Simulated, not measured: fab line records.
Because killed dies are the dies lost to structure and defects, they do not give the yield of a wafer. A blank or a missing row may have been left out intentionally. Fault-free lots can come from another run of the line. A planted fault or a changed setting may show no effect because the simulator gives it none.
Which tool is to blame? || flow nand-harc || 18 wafers from 6 lots sampled at 5 of the route's 1302 steps

WHAT THE GAUGES READ, wafer by wafer
NHARC_END_SORT_01.
{"lot": "L959", "measured": "day 25 18:08", "on": "prober-01", "killed-at-array": "673 672 674"}

WHAT TOOL EACH LOT RAN ON (gives the tool, then ch and the chambers of the sampled wafers, and finally the start)
{"lot": "L956", "NHARC_A_WL_FILL_ALD_00": "ald-hk-02 ch 1,2,3, day 21 01:41", "NHARC_A_WL_FILL_STRIP_27": "plasma-asher-02 ch 0,1, day 21 03:32", "NHARC_A_WL_FILL_ALD_10": "ald-hk-04 ch 0,1,3, day 21 11:05", "NHARC_A_WL_FILL_ALD_19": "ald-metal-01 ch 1,2,3, day 21 20:52"}
{"lot": "L959", "NHARC_A_WL_FILL_ALD_00": "ald-hk-03 ch 1,3, day 21 20:47", "NHARC_A_WL_FILL_STRIP_27": "plasma-asher-01 ch 0,1, day 21 22:46", "NHARC_A_WL_FILL_ALD_10": "ald-hk-02 ch 0,1, day 22 03:20", "NHARC_A_WL_FILL_ALD_19": "ald-metal-01 ch 0,1, day 22 13:40"}
{"lot": "L972", "NHARC_A_WL_FILL_ALD_00": "ald-hk-02 ch 0,1,2, day 26 20:43", "NHARC_A_WL_FILL_STRIP_27": "plasma-asher-01 ch 0,1, day 26 22:35", "NHARC_A_WL_FILL_ALD_10": "ald-hk-02 ch 1,2,3, day 27 05:22", "NHARC_A_WL_FILL_ALD_19": "ald-metal-03 ch 0,2,3, day 27 15:05"}
{"lot": "L974", "NHARC_A_WL_FILL_ALD_00": "ald-hk-04 ch 1,3, day 28 02:37", "NHARC_A_WL_FILL_STRIP_27": "plasma-asher-02 ch 0,1, day 28 04:17", "NHARC_A_WL_FILL_ALD_10": "ald-hk-03 ch 0,1, day 28 10:49", "NHARC_A_WL_FILL_ALD_19": "ald-metal-02 ch 0,1,2, day 28 21:04"}
{"lot": "L975", "NHARC_A_WL_FILL_ALD_00": "ald-hk-02 ch 0,1, day 29 01:39", "NHARC_A_WL_FILL_STRIP_27": "plasma-asher-01 ch 0,1, day 29 03:22", "NHARC_A_WL_FILL_ALD_10": "ald-hk-04 ch 1,2,3, day 29 09:20", "NHARC_A_WL_FILL_ALD_19": "ald-metal-01 ch 0,1,2, day 29 18:48"}
{"lot": "L978", "NHARC_A_WL_FILL_ALD_00": "ald-hk-02 ch 2,3, day 30 07:58", "NHARC_A_WL_FILL_STRIP_27": "plasma-asher-01 ch 0, day 30 09:38", "NHARC_A_WL_FILL_ALD_10": "ald-hk-03 ch 0,2,3, day 30 15:00", "NHARC_A_WL_FILL_ALD_19": "ald-metal-03 ch 1,3, day 31 01:14"}
- NHARC_A_WL_FILL_ALD_00: deposits Al2O3, target thk 3 nm, pulse time 3 s, ald cycles 30.
- NHARC_A_WL_FILL_STRIP_27: strips in N2/H2, time 20 s.
- NHARC_A_WL_FILL_ALD_10: deposits SiO2, target thk 50 nm, pulse time 10 s, ald cycles 500.
- NHARC_A_WL_FILL_ALD_19: deposits TiN, target thk 2 nm, pulse time 3 s, ald cycles 100.

THE ANSWER, worked out from the rows above alone
Rule: usual is defined by the lots themselves. Put in order of their means at a reading, lots are off if they are a third of the lots or fewer, leave a main group of 4 or more, and stand apart from it by a gap of 3 or more times the standard deviation of the main group's means; of several such gaps the widest counts. If all means in a main group match to the digits the tables above print for the reading, that group is not used. Also off: a lot with no number at a reading for which 4 or more lots have one. All remaining lots with rows at the step are treated as sound.
None of the lots is off at any reading shown; this tells nothing.

WHAT THE SIMULATOR HAD PUT IN
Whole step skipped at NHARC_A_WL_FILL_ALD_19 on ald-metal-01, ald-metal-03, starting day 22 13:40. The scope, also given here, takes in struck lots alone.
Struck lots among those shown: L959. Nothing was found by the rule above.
